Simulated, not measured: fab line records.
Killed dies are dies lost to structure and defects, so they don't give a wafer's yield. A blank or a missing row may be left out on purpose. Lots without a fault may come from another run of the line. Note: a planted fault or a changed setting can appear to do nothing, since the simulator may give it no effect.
Which tool was responsible?    flow nandHarc    route of 1302 steps, sampled at 1 step: 7 lots, 21 wafers

WHAT THE GAUGES READ, wafer by wafer
NHARC_A_BONDPAD_THK_MEAS_30: measures by ellipsometry.
lot   measured      on            thkNm (nm)
L863  day 23 10:44  filmMetro-01  200.8 201.2 202.3
L869  day 25 15:38  filmMetro-01  199.4 198.4 199.5
L872  day 27 03:25  filmMetro-02  202.1 196.6 200.8
L878  day 29 03:38  filmMetro-02  199.7 198.6 198.7
L881  day 30 14:01  filmMetro-02  200.9 198.4 199.3
L885  day 31 17:46  filmMetro-02  199.9 201.0 200.9
L886  day 32 15:02  filmMetro-02  202.6 201.7 201.9

WHICH TOOL RAN EACH LOT (tool, then ch and the chambers of the sampled wafers, then the start)
The record holds no process step before these readings.

THE ANSWER, worked out from the rows above alone
Rule: the usual values come from the lots themselves. The widest of any qualifying gaps counts: lots, ordered by their means at a reading, are off when they make up no more than a third of the lots, leave a main group of 4 or more, and stand apart from it by 3 or more times the standard deviation of that group's means. A main group is skipped when, at the precision printed for the reading in the tables above, its means are all equal. A lot without any number at a reading at which 4 lots or more have one is off too. Where the step has rows for the other lots, those lots are counted as sound.
Nothing can be told from this: no lot is off at any reading shown.

WHAT THE SIMULATOR PUT IN
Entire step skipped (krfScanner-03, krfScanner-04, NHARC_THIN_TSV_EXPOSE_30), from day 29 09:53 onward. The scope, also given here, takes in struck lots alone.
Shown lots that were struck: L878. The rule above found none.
